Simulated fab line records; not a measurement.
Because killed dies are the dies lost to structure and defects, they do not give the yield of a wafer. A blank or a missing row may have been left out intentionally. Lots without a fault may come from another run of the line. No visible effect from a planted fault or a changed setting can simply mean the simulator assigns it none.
fab line records | flow n5-finfet
record: lots: 8 wafers: 24 last-day: 17
route steps=1938 shown GATE_CUT@496 BEOL_M4@1111
lots that met no fault: from a run of the same line without faults
start-h: hours from the record's opening day to when the first of the lot's shown wafers began | wait-h: hours elapsed since this lot's preceding step | " repeats the value in the row above | L1.1+2: a single row standing in for several wafers | - no value, or no start given | * or withheld: withheld | < > ~ a bound
route shown NAME@n: a module of which the file shows steps, and the number in the route of the first | usual: the fault-free wafers' mean and standard deviation | same: alike in all rows | chamber/n: place in a boat | sites: each site's reading | _std_site: the values' standard deviation | _edge_site: the outer-site mean with the inner-site mean subtracted | radius-mm: for every site, how far away it sits from the centre of the wafer | mask NAME#n: copy n | behind: the last tool/chamber to shape the wafer | hold: cause of the lot's hold/its duration in hours/its outcome | device: the n, p or np transistor that did not switch | end of line: at the end of the route, the tests of the same wafers | a step given without rows: its recipe and nothing more | killed: count of dies lost to structure and defects at first sort (not the wafer's yield) | map: the dies of a wafer, with x for killed, . for not killed, _ for no die there
set.NAME: the setting as run; set.NAME@STEP: as run at that earlier step | model.NAME: the simulator's own value behind a step, which no gauge read
the route's steps for a sample of lots (tables are steps, rows are wafers)
services: from which hour (start-h, from the record's first day; less than 0 if before it) a tool's chamber was out of use, for how many hours, and why
== steps ==
step: N5_GATE_CUT_HM_OPEN_40
recipe: chemistry: C4F6/O2 target: SiO2 mask-material: SiARC target-depth-a: 1390 time-s: 85.1 ion-energy-ev: 250 pressure-mtorr: 30 source-w: 345 bias-w: 185 Ar_flow_sccm: 300 C4F6_flow_sccm: 10 O2_flow_sccm: 10 ends: cleared
usual: drypump-motor-current-A: 5.9/0.56 etch-rf-on-time-s: 93.8/3 oes_ar_750_au: 0.76/0.078 oes-product-au: 0.68/0.074 rf-fwd-power-W: 342.7/1.3 rf-vpp-V: 673/9.8 showerhead-plenum-p-Torr: 2.88/0.077 throttle-valve-pct: 21.01/0.23
columns lot.wafer tool chamber start-h wait-h drypump-motor-current-A etch-rf-on-time-s oes_ar_750_au oes-product-au rf-fwd-power-W rf-hours-counter-h rf-vpp-V showerhead-plenum-p-Torr throttle-valve-pct
L553.1 rie-diel-05 3 83.23 0.0 5.9 90.6 0.73 0.67 343.0 145 672 2.97 21.23
L553.3 " 0 " " 6.6 91.2 0.77 0.71 342.3 124 680 2.79 20.79
L553.4 " 1 " " 5.4 90.6 0.70 0.65 342.7 215 693 2.94 21.06
L557.1 rie-diel-05 2 110.23 0.0 6.6 94.3 0.76 0.70 342.6 133 667 2.84 20.81
L557.2 " 0 " " 6.6 98.0 0.77 0.70 339.6 132 679 2.79 20.79
L557.3 " 3 " " 5.8 95.8 0.72 0.66 343.1 152 671 2.97 21.24
L558.2 rie-diel-05 1 123.10 0.0 5.3 94.7 0.70 0.64 341.7 227 693 2.93 21.07
L558.4 " 1 " " 5.3 94.7 0.70 0.64 343.1 - 694 2.93 21.09
L558.5 " 2 " " 6.6 97.0 0.76 0.69 344.6 - 667 2.84 20.79
L560.1 rie-diel-02 2 131.26 0.0 5.9 96.6 0.70 0.63 343.6 224 656 2.74 21.01
L560.2 " 3 " " 6.2 94.8 0.70 0.63 343.2 214 670 2.93 20.88
L560.6 " 3 " " 6.3 96.1 0.69 0.62 341.9 - 669 2.93 20.86
L567.2 rie-diel-03 3 169.00 0.0 4.8 94.9 0.74 0.66 342.4 171 682 3.00 21.22
L567.4 " 1 " " 5.3 88.0 0.76 0.68 343.4 - 671 2.84 21.35
L567.6 " 0 " " 5.9 92.4 0.96 0.87 341.5 - 665 2.80 21.05
L568.1 rie-diel-03 1 176.29 0.0 5.4 84.5 0.76 0.68 342.8 177 668 2.84 21.34
L568.3 " 3 " " 4.9 92.7 0.75 0.66 344.5 173 682 3.00 21.26
L568.6 " 0 " " 5.9 90.0 0.96 0.87 343.3 - 666 2.80 21.04
L571.2 rie-diel-03 3 192.13 0.0 4.8 95.4 0.74 0.65 344.3 178 682 3.00 21.25
L571.3 " 1 " " 5.4 87.7 0.75 0.68 343.6 182 669 2.84 21.35
L571.5 " 0 " " 5.9 91.9 0.94 0.86 343.0 - 665 2.80 21.05
L574.1 rie-diel-05 0 215.69 0.0 6.6 97.3 0.74 0.66 341.3 165 680 2.77 20.84
L574.2 " 2 " " 6.6 95.3 0.74 0.67 340.7 168 666 2.82 20.86
L574.3 " 3 " " 5.9 97.7 0.70 0.63 343.3 181 673 2.95 21.29
step: N5_GATE_CUT_ETCH_47
recipe: chemistry: Cl2/BCl3 target: SiO2 target-depth-a: 100 pressure-mtorr: 10 icp-w: 1000 bias-w: 126 Cl2_flow_sccm: 53.25 bcl3-flow-sccm: 21.75 Ar_flow_sccm: 25
usual: drypump-motor-current-A: 5.8/0.38 oes_ar_750_au: 0.76/0.085 oes-product-au: 0.75/0.094 rf-fwd-power-W: 979/6.2 throttle-valve-pct: 22.8/0.34
columns lot.wafer tool chamber start-h wait-h drypump-motor-current-A oes_ar_750_au oes-product-au rf-fwd-power-W rf-hours-counter-h throttle-valve-pct
L553.1 rie-metal-03 0 83.61 0.0 5.5 0.79 0.75 976 49 23.3
L553.3 " 1 " " 5.9 0.78 0.82 980 - 22.8
L553.4 " 0 " " 5.5 0.78 0.74 979 - 23.3
L557.1 rie-metal-02 1 110.61 0.0 5.4 0.68 0.66 977 94 22.9
L557.2 " 0 " " 6.6 0.89 0.91 980 11 22.7
L557.3 " 1 " " 5.4 0.68 0.66 978 - 22.9
L558.2 rie-metal-03 0 123.48 0.0 5.5 0.77 0.74 972 52 23.3
L558.4 " 0 " " 5.6 0.78 0.73 981 - 23.3
L558.5 " 0 " " 5.5 0.77 0.73 972 - 23.3
L560.1 rie-metal-02 0 131.69 0.0 6.7 0.87 0.89 979 14 22.7
L560.2 " 1 " " 5.4 0.68 0.66 979 96 22.9
L560.6 " 0 " " 6.6 0.88 0.89 976 - 22.7
L567.2 rie-metal-03 1 169.54 0.1 5.9 0.75 0.79 976 - 22.8
L567.4 " 1 " " 5.9 0.75 0.79 978 - 22.8
L567.6 " 1 " " 5.9 0.75 0.79 975 - 22.8
L568.1 rie-metal-01 0 176.82 0.1 5.8 0.80 0.76 994 50 22.2
L568.3 " 0 " " 5.9 0.81 0.76 992 - 22.2
L568.6 " 0 " " 5.8 0.80 0.75 994 - 22.3
L571.2 rie-metal-03 0 192.51 0.0 5.5 0.77 0.73 974 56 23.3
L571.3 " 0 " " 5.5 0.77 0.73 972 - 23.3
L571.5 " 1 " " 5.9 0.74 0.80 976 - 22.8
L574.1 rie-metal-03 1 216.07 0.0 5.9 0.74 0.79 978 37 22.9
L574.2 " 0 " " 5.5 0.76 0.72 975 58 23.3
L574.3 " 0 " " 5.5 0.76 0.71 976 - 23.3
step: N5_GATE_CUT_VAPOR_ETCH_51
recipe: chemistry: BCl3/Cl2 target: HfO2 mode: isotropic
usual: drypump-motor-current-A: 5.8/0.38 oes-product-au: 0.76/0.097
columns lot.wafer tool chamber start-h wait-h drypump-motor-current-A oes-product-au
L553.1 rie-metal-03 0 83.70 0.0 5.5 0.76
L553.3 " 1 " " 5.9 0.82
L553.4 " 0 " " 5.5 0.76
L557.1 rie-metal-02 1 110.70 0.0 5.4 0.66
L557.2 " 0 " " 6.6 0.91
L557.3 " 1 " " 5.4 0.66
L558.2 rie-metal-03 0 123.57 0.0 5.5 0.74
L558.4 " 0 " " 5.5 0.74
L558.5 " 0 " " 5.5 0.74
L560.1 rie-metal-02 0 131.81 0.0 6.6 0.90
L560.2 " 1 " " 5.4 0.65
L560.6 " 0 " " 6.7 0.90
L567.2 rie-metal-03 1 169.72 0.1 5.9 0.79
L567.4 " 1 " " 5.9 0.79
L567.6 " 1 " " 5.9 0.80
L568.1 rie-metal-01 0 177.00 0.1 5.8 0.75
L568.3 " 0 " " 5.8 0.77
L568.6 " 0 " " 5.8 0.76
L571.2 rie-metal-03 0 192.60 0.0 5.5 0.73
L571.3 " 0 " " 5.5 0.74
L571.5 " 1 " " 5.9 0.81
L574.1 rie-metal-03 1 216.16 0.0 5.9 0.79
L574.2 " 0 " " 5.5 0.73
L574.3 " 0 " " 5.5 0.73
step: N5_GATE_CUT_ALD_22
recipe: material: SiNx target-thk-a: 160 temp-c: 400 ald-precursor-family: SiH2I2 ald-co-reactant: N2/H2-plasma pulse-time-s: 1 ald-cycles: 320 purge-time-s: 2 co-reactant-purge-time-s: 2 pressure-torr: 2
usual: ald-cycles: 320/0 heater-power-w: 852/80 precursor-pulse-height-rel: 1.000/0.023
columns lot.wafer tool chamber start-h wait-h ald-cycles heater-power-w precursor-pulse-height-rel
L553.1 ald-sin-03 0 83.90 0.0 320 910 0.997
L553.3 " 2 " " 320 872 0.999
L553.4 " 3 " " 320 741 1.025
L557.1 ald-sin-03 3 111.20 0.3 320 759 0.970
L557.2 " 1 " " 320 804 0.990
L557.3 " 2 " " 320 838 0.967
L558.2 ald-sin-03 2 123.78 0.0 320 845 1.008
L558.4 " 1 " " 320 822 0.986
L558.5 " 3 " " 498 774 0.962
L560.1 ald-sin-03 1 132.26 0.3 498 819 0.983
L560.2 " 0 " " 320 888 0.994
L560.6 " 0 " " 498 877 1.013
L567.2 ald-sin-04 0 169.94 0.0 320 781 0.996
L567.4 " 3 " " 320 798 1.036
L567.6 " 1 " " 320 849 0.976
L568.1 ald-sin-04 3 177.24 0.0 320 759 1.012
L568.3 " 1 " " 320 837 0.994
L568.6 " 3 " " 320 791 1.000
L571.2 ald-sin-04 3 192.80 0.0 320 795 0.968
L571.3 " 1 " " 320 827 1.011
L571.5 " 0 " " 320 790 0.953
L574.1 ald-sin-03 1 216.37 0.0 320 837 0.951
L574.2 " 3 " " 320 778 0.990
L574.3 " 0 " " 320 898 0.992
step: N5_GATE_CUT_CMP_23
recipe: stop-on: SiO2 t-overpolish-s: 23.4 post-cmp-clean: alkaline-brush down-force-psi: 2.5 platen-rpm: 51.8 pad-velocity-m-s: 1.0307 target-thk-nm: 16
usual: motor-current-A: 8.6/0.88 slurry-flow-ml-min: 150.0/0.49 time-to-endpoint-s: 20.4/2.7
columns lot.wafer tool chamber start-h wait-h motor-current-A slurry-flow-ml-min time-to-endpoint-s
L553.4 cmp-03 1 85.43 0.8 8.6 150.0 24.8
L553.1 " 2 " " 8.0 150.7 21.3
L553.3 " 3 " " 9.8 149.6 23.4
L557.1 cmp-01 0 112.72 0.8 9.2 149.7 20.4
L557.2 " 1 " " 7.6 151.0 17.5
L557.3 " 2 " " 9.0 150.1 21.7
L558.2 cmp-02 0 125.52 1.0 9.4 149.8 19.1
L558.4 " 2 " " 7.7 150.7 17.1
L558.5 " 0 " " 9.6 150.4 30.1
L560.2 cmp-03 0 133.75 0.8 8.0 150.3 21.7
L560.1 " 3 " " 9.1 150.1 33.9
L560.6 " 0 " " 7.3 150.7 36.9
L567.4 cmp-03 2 171.52 0.8 8.7 149.5 22.8
L567.2 " 3 " " 9.6 149.6 21.8
L567.6 " 0 " " 8.4 150.6 23.0
L568.3 cmp-03 3 178.80 0.8 9.7 149.0 20.9
L568.1 " 0 " " 7.4 149.7 22.4
L568.6 " 2 " " 8.2 150.3 20.4
L571.3 cmp-02 3 194.48 0.9 8.1 149.0 18.3
L571.2 " 1 " " 10.3 150.2 19.5
L571.5 " 2 " " 8.1 149.8 19.1
L574.1 cmp-03 2 217.90 0.8 8.5 149.9 18.4
L574.2 " 3 " " 9.4 150.2 21.8
L574.3 " 0 " " 7.7 149.9 19.2
step: N5_BEOL_M4_RC_MEAS_101
usual: DIBL_N: 36.4/2.7 DIBL_P: 36/3.2 IOFF_N: 0.16/0.046 IOFF_P: 0.21/0.055 ION_N: 677/15 ION_P: 464/11 SS_N: 71.5/0.79 SS_P: 73.3/0.93 VT_N: 250/4.1 VT_P: -251/4.4
columns lot.wafer tool chamber start-h wait-h DIBL_N[mV/V] DIBL_P[mV/V] IOFF_N[nA/um] IOFF_P[nA/um] ION_N[uA/um] ION_P[uA/um] SS_N[mV/dec] SS_P[mV/dec] VT_N[mV] VT_P[mV]
L553.1 prober-01 0 164.22 0.2 34.9 35 0.14 0.22 670 466 72.1 73.6 251 -247
L553.3 " 0 " " 36.4 37 0.18 0.26 683 472 72.4 73.2 247 -245
L553.4 " 0 " " 39.0 41 0.23 0.35 690 470 72.5 75.1 247 -240
L557.1 prober-02 0 206.75 0.0 31.4 29 0.09 0.13 648 452 69.9 71.0 256 -257
L557.2 " 0 " " 36.5 36 0.17 0.21 691 470 71.7 72.6 246 -249
L557.3 " 0 " " 35.3 34 0.14 0.18 677 463 71.3 72.5 252 -253
L558.2 prober-02 0 216.91 0.2 32.8 32 0.11 0.14 648 457 70.1 72.0 253 -255
L558.4 " 0 " " 35.5 35 0.15 0.19 673 457 70.9 72.6 249 -253
L558.5 " 0 " " 34.9 34 0.14 0.16 696 462 72.1 73.0 250 -255
L560.1 prober-01 0 232.56 0.0 32.3 32 0.10 0.15 669 465 70.9 71.4 255 -253
L560.2 " 0 " " 36.5 38 0.17 0.23 687 472 71.7 72.6 248 -250
L560.6 " 0 " " 33.2 33 0.11 0.16 665 458 70.6 71.4 251 -252
L567.2 prober-02 0 257.55 0.2 33.3 34 0.12 0.18 656 454 71.3 73.1 254 -254
L567.4 " 0 " " 38.7 39 0.24 0.25 684 456 72.1 75.0 244 -251
L567.6 " 0 " " 36.7 35 0.18 0.19 653 445 72.6 73.5 252 -254
L568.1 prober-01 0 275.16 0.0 34.2 34 0.13 0.17 651 447 71.6 73.1 251 -252
L568.3 " 0 " " 35.1 34 0.13 0.17 663 452 70.4 72.6 252 -252
L568.6 " 0 " " 39.3 39 0.24 0.25 680 458 72.6 73.8 247 -247
L571.2 prober-02 0 286.74 0.2 34.7 35 0.13 0.14 667 445 71.0 72.4 255 -255
L571.3 " 0 " " 37.8 41 0.18 0.22 671 450 72.3 73.9 251 -253
L571.5 " 0 " " 34.3 36 0.12 0.16 658 445 71.2 72.7 254 -258
L574.1 prober-02 0 316.62 0.0 36.8 37 0.19 0.23 697 475 71.2 72.9 246 -248
L574.2 " 0 " " 37.1 38 0.20 0.23 694 466 71.2 73.8 246 -253
L574.3 " 0 " " 37.0 38 0.17 0.23 673 466 71.6 74.1 247 -251
== services ==
columns tool chamber start-h hours kind
ald-sin-03 0 59.46 1.5 repair
rie-diel-03 3 60.59 9.6 repair
cmp-03 - 71.63 0.5 repair
rie-diel-02 0 83.16 3.2 repair
cmp-02 - 85.20 0.6 repair
ald-sin-03 - 85.37 14.0 pm
cmp-01 - 91.66 2.6 repair
rie-metal-03 - 96.80 1.3 repair
rie-metal-01 - 107.94 0.5 repair
rie-diel-05 3 120.53 12.2 repair
cmp-01 - 121.50 1.7 repair
cmp-03 - 123.58 3.4 pm
rie-metal-03 - 128.12 14.6 pm
rie-diel-05 0 130.14 5.3 repair
rie-metal-01 - 144.80 0.9 repair
rie-diel-02 - 145.77 0.3 repair
ald-sin-04 0 151.87 11.8 repair
rie-metal-03 0 152.94 18.0 repair
rie-metal-02 - 155.30 1.4 pm
cmp-02 - 160.85 1.0 repair
cmp-03 - 161.57 1.2 repair
cmp-01 - 165.58 2.2 repair
cmp-02 - 170.68 1.6 repair
cmp-02 - 201.76 0.5 repair
== key ==
first-sign: step: N5_GATE_CUT_ALD_22 reading: ald-cycles direction: up sigmas: 99+ usual: * struck: *
effect: step: N5_GATE_CUT_CMP_23 reading: time-to-endpoint-s direction: up sigmas: 4.8 usual: * struck: *
met-at N5_GATE_CUT_ALD_22
struck-lots L558,L560
struck-wafers L558.5,L560.1,L560.6
not-acting-at N5_GATE_CUT_HM_OPEN_40,N5_GATE_CUT_ETCH_47,N5_GATE_CUT_VAPOR_ETCH_51
onset-between 111.20 123.78
fault: kind: process-parameter-drift tool: ald-sin-03 chamber: - onset-h: 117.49 steps: N5_GATE_CUT_ALD_22 channel: ald-cycles offset: * shape: step end-h: 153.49 scope: struck-wafers-only acts-in: * stated: *
